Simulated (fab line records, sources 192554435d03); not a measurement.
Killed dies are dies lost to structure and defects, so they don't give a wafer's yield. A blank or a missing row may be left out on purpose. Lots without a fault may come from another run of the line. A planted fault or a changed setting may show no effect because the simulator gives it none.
Which tool did it? | flow n5_finfet | 7 lots, 21 wafers sampled, at 1 step of a route of 1938

WHAT THE GAUGES READ, wafer by wafer
N5_HKMG_FIN_INSPECT_61: inspects for defects (macro).
lot  | measured    | on                | raw_defect_count
L295 | day 4 15:55 | defect_inspect-02 | 3 1 1
L298 | day 5 05:29 | defect_inspect-02 | 3 2 3
L300 | day 5 19:59 | defect_inspect-01 | 2 1 3
L303 | day 6 13:05 | defect_inspect-01 | 1 0 3
L306 | day 7 07:29 | defect_inspect-01 | 6 1 3
L308 | day 7 17:41 | defect_inspect-01 | 3 2 2
L315 | day 9 14:32 | defect_inspect-01 | 3 3 2

WHICH TOOL RAN EACH LOT (tool, then ch and the chambers of the sampled wafers, then the start)
The record holds no process step before these readings.

THE ANSWER, worked out from the rows above alone
Rule: what is usual is taken from the lots themselves. Put in order of their means at a reading, lots are off if they are a third of the lots or fewer, leave a main group of 4 or more, and stand apart from it by a gap of 3 or more times the standard deviation of the main group's means; of several such gaps the widest counts. A main group whose means are all the same, to the digits that the tables above print for the reading, isn't used. A lot without any number at a reading at which 4 lots or more have one is off too. The other lots that the step has rows for count as sound.
No lot is off at any reading shown: from this, nothing can be told.

WHAT THE SIMULATOR HAD PUT IN
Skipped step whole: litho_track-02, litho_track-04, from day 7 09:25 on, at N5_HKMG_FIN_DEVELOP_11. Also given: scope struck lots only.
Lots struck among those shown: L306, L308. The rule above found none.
